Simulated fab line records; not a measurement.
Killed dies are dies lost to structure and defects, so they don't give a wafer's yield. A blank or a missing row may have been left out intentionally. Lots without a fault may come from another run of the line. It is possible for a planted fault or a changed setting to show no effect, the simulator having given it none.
fab line records + flow nandHarc + part 2 of 2: steps 5 to 6 of 6
record
- lots=22
- wafers=66
- lastDay=24
route steps=1159 shown A_CHANNEL_FILL_D1@509 A_STAIRCASE@530
lots that met no fault: taken from a fault-free run of the same line
startH: hours from the record's first day to the start of the lot's first wafer shown + waitH: hours from the lot's prior step to this one + " as in the row above + L1.1+2: a row that stands for several wafers + - value missing, or start not given + * or withheld: withheld + < > ~ a bound
route shown NAME@n: a module of which the file shows steps, and the number in the route of the first + usual: mean/standard deviation of fault-free wafers + same: alike in all rows + chamber/n: place in a boat + sites: per-site readings + _std_site: standard deviation of those values + _edge_site: the outer-site mean with the inner-site mean subtracted + radiusMm: how far each site lies from the wafer's centre + mask NAME#n: copy n + behind: the most recent tool/chamber to have shaped the wafer + hold: reason for holding the lot/hours on hold/outcome of the hold + device: which transistor (n, p or np) failed to switch + end of line: the same wafers' tests at the end of the route + for a step that has no rows: nothing shown but its recipe + killed: the dies lost at the first sort to structure and to defects; this is not the yield of the wafer + map: a wafer's dies, marking killed ones x, the rest . and places with no die _
set.NAME: the setting as run; set.NAME@STEP: as run at that earlier step + model.NAME: the simulator's own value behind a step, which no gauge read
one table for each step of the route and one row for each wafer, over a sample of lots
services: from which hour (startH, from the record's first day; less than 0 if before it) a tool's chamber was out of use, for how many hours, and why
## steps
# step NHARC_A_STAIRCASE_TRIM_26
# recipe
- timeS=211.2
- o2FlowSccm=500
- arFlowSccm=0
- biasW=0
- chemistry=O2
# usual
- drypumpMotorCurrentA=5.9/0.31
- oesProductAu=0.999/0.0072
- rfVppV=57.9/0.89
- showerheadPlenumPTorr=3.58/0.13
- throttleValvePct=17.035/0.0094
| lot.wafer | tool       | chamber | startH | waitH | drypumpMotorCurrentA | oesProductAu | rfHoursCounterH | rfVppV | showerheadPlenumPTorr | throttleValvePct |
|-----------|------------|---------|--------|-------|----------------------|--------------|-----------------|--------|-----------------------|------------------|
| L074.1    | rieDiel-05 | 1       | -      | -     | 5.9                  | 1.006        | 22              | 58.4   | 3.72                  | 17.042           |
| L074.6    | "          | 1       | "      | "     | 5.9                  | 0.994        | -               | 58.2   | 3.72                  | 17.050           |
| L074.5    | "          | 2       | "      | "     | 5.6                  | 1.013        | -               | 58.1   | 3.55                  | 17.049           |
| L075.2    | rieDiel-08 | 1       | -      | -     | 5.2                  | 0.993        | 41              | 57.9   | 3.62                  | 17.041           |
| L075.4    | "          | 2       | "      | "     | 5.6                  | 0.995        | 33              | 56.3   | 3.38                  | 17.024           |
| L075.1    | "          | 3       | "      | "     | 5.7                  | 1.002        | 40              | 57.1   | 3.45                  | 17.041           |
| L077.1    | rieDiel-13 | 0       | -      | -     | 5.9                  | 0.989        | 63              | 57.8   | 3.28                  | 17.026           |
| L077.6    | "          | 3       | "      | "     | 6.4                  | 0.997        | -               | 59.2   | 3.66                  | 17.038           |
| L077.5    | "          | 0       | "      | "     | 5.9                  | 1.000        | -               | 57.4   | 3.29                  | 17.043           |
| L078.2    | rieDiel-05 | 3       | -      | -     | 6.2                  | 0.990        | 33              | 56.7   | 3.57                  | 17.019           |
| L078.1    | "          | 0       | "      | "     | 6.1                  | 1.004        | 32              | 59.1   | 3.75                  | 17.047           |
| L078.6    | "          | 1       | "      | "     | 5.9                  | 1.001        | -               | 57.9   | 3.71                  | 17.043           |
| L076.4    | rieDiel-13 | 3       | -      | -     | 6.4                  | 1.003        | 26              | 57.8   | 3.66                  | 17.045           |
| L076.2    | "          | 1       | "      | "     | 6.2                  | 0.995        | 65              | 57.0   | 3.45                  | 17.036           |
| L076.6    | "          | 2       | "      | "     | 5.8                  | 1.005        | -               | 57.1   | 3.56                  | 17.041           |
| L079.1    | rieDiel-05 | 0       | -      | -     | 6.1                  | 1.008        | 35              | 57.0   | 3.75                  | 17.052           |
| L079.2    | "          | 1       | "      | "     | 5.9                  | 0.999        | 34              | 57.1   | 3.71                  | 17.048           |
| L079.3    | "          | 3       | "      | "     | 6.3                  | 0.991        | 35              | 56.8   | 3.57                  | 17.030           |
| L080.2    | rieDiel-08 | 2       | -      | -     | 5.6                  | 1.010        | 47              | 58.0   | 3.37                  | 17.040           |
| L080.5    | "          | 1       | "      | "     | 5.2                  | 0.997        | -               | 57.7   | 3.61                  | 17.034           |
| L080.6    | "          | 2       | "      | "     | 5.6                  | 1.006        | -               | 58.1   | 3.37                  | 17.041           |
| L082.1    | rieDiel-13 | 1       | -      | -     | 6.2                  | 0.994        | 1               | 57.7   | 3.44                  | 17.050           |
| L082.3    | "          | 2       | "      | "     | 5.8                  | 1.001        | 1               | 57.6   | 3.56                  | 17.035           |
| L082.6    | "          | 0       | "      | "     | 5.9                  | 0.996        | -               | 58.1   | 3.81                  | 17.036           |
| L081.1    | rieDiel-08 | 1       | -      | -     | 5.2                  | 0.996        | 58              | 57.1   | 3.61                  | 17.034           |
| L081.6    | "          | 1       | "      | "     | 5.2                  | 0.974        | -               | 58.5   | 3.61                  | 17.020           |
| L081.5    | "          | 2       | "      | "     | 5.6                  | 0.986        | -               | 56.7   | 3.37                  | 17.033           |
| L083.6    | rieDiel-08 | 0       | -      | -     | 6.0                  | 1.006        | -               | 58.8   | 3.67                  | 17.031           |
| L083.5    | "          | 2       | "      | "     | 5.6                  | 0.995        | -               | 57.7   | 3.37                  | 17.034           |
| L083.4    | "          | 3       | "      | "     | 5.7                  | 1.001        | -               | 56.4   | 3.44                  | 17.030           |
| L084.4    | rieDiel-13 | 1       | -      | -     | 6.3                  | 0.991        | 8               | 58.0   | 3.44                  | 17.025           |
| L084.1    | "          | 3       | "      | "     | 6.4                  | 0.995        | 8               | 59.2   | 3.65                  | 17.034           |
| L084.6    | "          | 1       | "      | "     | 6.2                  | 1.002        | -               | 57.4   | 3.44                  | 17.032           |
| L086.2    | rieDiel-05 | 0       | -      | -     | 6.1                  | 1.008        | 49              | 59.3   | 3.74                  | 17.028           |
| L086.5    | "          | 3       | "      | "     | 6.3                  | 0.988        | -               | 58.4   | 3.56                  | 17.033           |
| L086.6    | "          | 0       | "      | "     | 6.1                  | 1.006        | -               | 59.2   | 3.74                  | 17.024           |
| L085.2    | rieDiel-08 | 3       | -      | -     | 5.7                  | 0.999        | 1               | 58.8   | 3.44                  | 17.027           |
| L085.4    | "          | 0       | "      | "     | 6.0                  | 1.002        | 1               | 59.3   | 3.67                  | 17.030           |
| L085.6    | "          | 3       | "      | "     | 5.7                  | 0.990        | -               | 58.2   | 3.44                  | 17.030           |
| L087.1    | rieDiel-13 | 1       | -      | -     | 6.3                  | 1.001        | 18              | 57.2   | 3.43                  | 17.061           |
| L087.4    | "          | 3       | "      | "     | 6.3                  | 0.999        | 18              | 57.3   | 3.65                  | 17.041           |
| L087.6    | "          | 1       | "      | "     | 6.2                  | 1.003        | -               | 58.3   | 3.43                  | 17.028           |
| L089.3    | rieDiel-13 | 0       | -      | -     | 5.9                  | 1.001        | 18              | 58.0   | 3.80                  | 17.048           |
| L089.4    | "          | 2       | "      | "     | 5.8                  | 1.003        | 15              | 56.2   | 3.55                  | 17.040           |
| L089.6    | "          | 1       | "      | "     | 6.3                  | 1.001        | -               | 57.5   | 3.43                  | 17.040           |
| L090.1    | rieDiel-08 | 0       | -      | -     | 6.0                  | 1.004        | 8               | 58.8   | 3.66                  | 17.038           |
| L090.5    | "          | 1       | "      | "     | 5.2                  | 0.991        | -               | 58.7   | 3.61                  | 17.021           |
| L090.6    | "          | 2       | "      | "     | 5.6                  | 0.991        | -               | 55.6   | 3.36                  | 17.023           |
| L088.4    | rieDiel-05 | 3       | -      | -     | 6.3                  | 0.992        | 60              | 58.0   | 3.55                  | 17.026           |
| L088.3    | "          | 0       | "      | "     | 6.1                  | 1.009        | 57              | 58.9   | 3.73                  | 17.019           |
| L088.5    | "          | 2       | "      | "     | 5.6                  | 0.996        | -               | 58.8   | 3.53                  | 17.043           |
| L095.1    | rieDiel-05 | 3       | -      | -     | 6.3                  | 0.977        | 1               | 57.3   | 3.55                  | 17.035           |
| L095.5    | "          | 2       | "      | "     | 5.6                  | 1.005        | -               | 58.1   | 3.53                  | 17.028           |
| L095.6    | "          | 3       | "      | "     | 6.3                  | 0.988        | -               | 57.7   | 3.55                  | 17.043           |
| L093.1    | rieDiel-05 | 2       | -      | -     | 5.7                  | 1.005        | 2               | 58.5   | 3.53                  | 17.038           |
| L093.4    | "          | 3       | "      | "     | 6.3                  | 0.991        | 2               | 57.5   | 3.55                  | 17.023           |
| L093.2    | "          | 0       | "      | "     | 6.1                  | 0.992        | 2               | 58.8   | 3.73                  | 17.031           |
| L094.2    | rieDiel-08 | 2       | -      | -     | 5.6                  | 1.005        | 17              | 57.9   | 3.36                  | 17.041           |
| L094.3    | "          | 1       | "      | "     | 5.2                  | 0.984        | 18              | 57.6   | 3.60                  | 17.025           |
| L094.6    | "          | 2       | "      | "     | 5.6                  | 0.984        | -               | 57.4   | 3.36                  | 17.038           |
| L096.4    | rieDiel-13 | 2       | -      | -     | 5.8                  | 1.004        | 31              | 57.3   | 3.54                  | 17.039           |
| L096.3    | "          | 0       | "      | "     | 5.9                  | 0.999        | 33              | 58.6   | 3.79                  | 17.036           |
| L096.6    | "          | 2       | "      | "     | 5.8                  | 1.003        | -               | 57.7   | 3.54                  | 17.033           |
| L097.3    | rieDiel-05 | 0       | -      | -     | 6.1                  | 0.996        | 7               | 60.5   | 3.73                  | 17.032           |
| L097.5    | "          | 1       | "      | "     | 5.9                  | 0.998        | -               | 57.9   | 3.69                  | 17.045           |
| L097.6    | "          | 2       | "      | "     | 5.6                  | 0.998        | -               | 58.9   | 3.53                  | 17.050           |
# step NHARC_A_STAIRCASE_ETCH_27
# recipe
- targetDepthA=1000
- timeS=40.5
- ionEnergyEv=400
- c4f8FlowSccm=20
- o2FlowSccm=10
- arFlowSccm=withheld
- rfW=600
- biasW=1000
- chemistry=C4F8/O2
# usual
- oesProductAu=0.942/0.011
- rfFwdPowerW=592.8/2.2
- rfVppV=898/4.5
| lot.wafer | tool       | chamber | startH | waitH | oesProductAu | rfFwdPowerW | rfHoursCounterH | rfVppV |
|-----------|------------|---------|--------|-------|--------------|-------------|-----------------|--------|
| L074.1    | rieDiel-05 | 1       | -      | -     | 0.958        | 593.7       | 22              | 903    |
| L074.5    | "          | 1       | "      | "     | 0.958        | 592.3       | -               | 902    |
| L074.6    | "          | 2       | "      | "     | 0.966        | 593.1       | -               | 897    |
| L075.2    | rieDiel-08 | 3       | -      | -     | 0.955        | 595.1       | 40              | 892    |
| L075.1    | "          | 0       | "      | "     | 0.953        | 594.9       | 39              | 901    |
| L075.4    | "          | 1       | "      | "     | 0.943        | 591.7       | 41              | 900    |
| L077.1    | rieDiel-13 | 1       | -      | -     | 0.962        | 595.4       | 63              | 892    |
| L077.6    | "          | 2       | "      | "     | 0.958        | 592.4       | -               | 898    |
| L077.5    | "          | 3       | "      | "     | 0.935        | 592.7       | -               | 901    |
| L078.2    | rieDiel-05 | 0       | -      | -     | 0.944        | 595.3       | 32              | 904    |
| L078.1    | "          | 1       | "      | "     | 0.944        | 589.9       | 32              | 902    |
| L078.6    | "          | 0       | "      | "     | 0.948        | 595.5       | -               | 905    |
| L076.4    | rieDiel-13 | 2       | -      | -     | 0.934        | 592.1       | 62              | 898    |
| L076.2    | "          | 3       | "      | "     | 0.946        | 588.7       | 26              | 900    |
| L076.6    | "          | 2       | "      | "     | 0.943        | 596.1       | -               | 896    |
| L079.3    | rieDiel-05 | 2       | -      | -     | 0.951        | 593.6       | 34              | 897    |
| L079.2    | "          | 3       | "      | "     | 0.953        | 590.2       | 35              | 897    |
| L079.1    | "          | 1       | "      | "     | 0.948        | 593.6       | 34              | 903    |
| L080.2    | rieDiel-08 | 0       | -      | -     | 0.944        | 590.8       | 56              | 901    |
| L080.5    | "          | 3       | "      | "     | 0.939        | 596.3       | -               | 893    |
| L080.6    | "          | 0       | "      | "     | 0.938        | 589.8       | -               | 901    |
| L082.3    | rieDiel-13 | 1       | -      | -     | 0.940        | 591.6       | 1               | 894    |
| L082.1    | "          | 3       | "      | "     | 0.947        | 592.4       | 1               | 901    |
| L082.6    | "          | 0       | "      | "     | 0.925        | 595.4       | -               | 905    |
| L081.1    | rieDiel-08 | 1       | -      | -     | 0.927        | 589.9       | 58              | 899    |
| L081.5    | "          | 0       | "      | "     | 0.948        | 590.6       | -               | 901    |
| L081.6    | "          | 1       | "      | "     | 0.943        | 590.6       | -               | 900    |
| L083.4    | rieDiel-08 | 3       | -      | -     | 0.943        | 593.3       | -               | 892    |
| L083.6    | "          | 0       | "      | "     | 0.943        | 590.5       | -               | 900    |
| L083.5    | "          | 2       | "      | "     | 0.933        | 594.6       | -               | 890    |
| L084.4    | rieDiel-13 | 3       | -      | -     | 0.953        | 593.4       | 8               | 901    |
| L084.1    | "          | 0       | "      | "     | 0.939        | 595.6       | 8               | 906    |
| L084.6    | "          | 2       | "      | "     | 0.963        | 590.7       | -               | 896    |
| L086.2    | rieDiel-05 | 0       | -      | -     | 0.937        | 594.5       | 49              | 903    |
| L086.5    | "          | 0       | "      | "     | 0.925        | 593.2       | -               | 904    |
| L086.6    | "          | 1       | "      | "     | 0.937        | 592.1       | -               | 904    |
| L085.4    | rieDiel-08 | 0       | -      | -     | 0.948        | 594.8       | 1               | 902    |
| L085.2    | "          | 2       | "      | "     | 0.952        | 596.9       | 1               | 891    |
| L085.6    | "          | 1       | "      | "     | 0.959        | 592.3       | -               | 899    |
| L087.1    | rieDiel-13 | 2       | -      | -     | 0.939        | 594.0       | 15              | 897    |
| L087.4    | "          | 0       | "      | "     | 0.937        | 595.3       | 18              | 905    |
| L087.6    | "          | 2       | "      | "     | 0.935        | 591.8       | -               | 897    |
| L089.4    | rieDiel-13 | 2       | -      | -     | 0.952        | 594.1       | 15              | 897    |
| L089.3    | "          | 3       | "      | "     | 0.953        | 590.2       | 19              | 900    |
| L089.6    | "          | 2       | "      | "     | 0.948        | 590.7       | -               | 897    |
| L090.1    | rieDiel-08 | 1       | -      | -     | 0.912        | 591.2       | 8               | 899    |
| L090.6    | "          | 3       | "      | "     | 0.924        | 595.6       | -               | 892    |
| L090.5    | "          | 0       | "      | "     | 0.925        | 593.1       | -               | 900    |
| L088.3    | rieDiel-05 | 1       | -      | -     | 0.927        | 587.4       | 57              | 901    |
| L088.4    | "          | 2       | "      | "     | 0.941        | 591.9       | 61              | 896    |
| L088.5    | "          | 2       | "      | "     | 0.944        | 590.9       | -               | 896    |
| L095.1    | rieDiel-05 | 2       | -      | -     | 0.936        | 595.2       | 1               | 895    |
| L095.6    | "          | 0       | "      | "     | 0.941        | 594.2       | -               | 904    |
| L095.5    | "          | 1       | "      | "     | 0.930        | 590.7       | -               | 903    |
| L093.1    | rieDiel-05 | 2       | -      | -     | 0.954        | 592.9       | 2               | 897    |
| L093.2    | "          | 3       | "      | "     | 0.946        | 591.5       | 2               | 896    |
| L093.4    | "          | 0       | "      | "     | 0.932        | 594.1       | 2               | 902    |
| L094.2    | rieDiel-08 | 0       | -      | -     | 0.940        | 591.8       | 19              | 901    |
| L094.3    | "          | 2       | "      | "     | 0.942        | 593.5       | 18              | 889    |
| L094.6    | "          | 0       | "      | "     | 0.941        | 594.2       | -               | 901    |
| L096.3    | rieDiel-13 | 1       | -      | -     | 0.957        | 592.8       | 34              | 894    |
| L096.4    | "          | 2       | "      | "     | 0.953        | 593.5       | 31              | 896    |
| L096.6    | "          | 3       | "      | "     | 0.941        | 593.0       | -               | 900    |
| L097.3    | rieDiel-05 | 2       | -      | -     | 0.941        | 591.0       | 7               | 896    |
| L097.6    | "          | 1       | "      | "     | 0.935        | 591.8       | -               | 903    |
| L097.5    | "          | 2       | "      | "     | 0.939        | 593.1       | -               | 896    |
## services
| tool       | chamber | startH | hours | kind   |
|------------|---------|--------|-------|--------|
| rieDiel-05 | 0       | 197.89 | -     | clean  |
| rieDiel-05 | 1       | 197.89 | -     | clean  |
| rieDiel-05 | 2       | 197.89 | -     | clean  |
| rieDiel-05 | 3       | 197.89 | -     | clean  |
| rieDiel-08 | 0       | 207.63 | -     | clean  |
| rieDiel-08 | 1       | 207.63 | -     | clean  |
| rieDiel-08 | 2       | 207.63 | -     | clean  |
| rieDiel-08 | 3       | 207.63 | -     | clean  |
| rieDiel-13 | 1       | 219.31 | 4.5   | repair |
| rieDiel-08 | -       | 219.92 | 0.8   | repair |
| rieDiel-05 | 0       | 222.44 | -     | clean  |
| rieDiel-05 | 1       | 222.44 | -     | clean  |
| rieDiel-01 | 1       | 241.05 | 2.1   | repair |
| rieDiel-01 | 1       | 255.17 | 5.0   | repair |
| rieDiel-13 | 3       | 261.93 | 3.9   | repair |
| rieDiel-05 | 1       | 263.63 | 6.6   | repair |
| rieDiel-13 | -       | 276.14 | 9.0   | pm     |
| rieDiel-02 | 3       | 294.05 | 3.9   | repair |
| rieDiel-01 | -       | 314.80 | 9.0   | pm     |
| rieDiel-02 | 3       | 319.92 | 3.3   | repair |
| rieDiel-08 | 3       | 325.44 | 4.3   | repair |
| rieDiel-02 | -       | 327.70 | 9.0   | pm     |
| rieDiel-05 | -       | 341.54 | 9.0   | pm     |
| rieDiel-01 | 3       | 342.26 | 9.3   | repair |
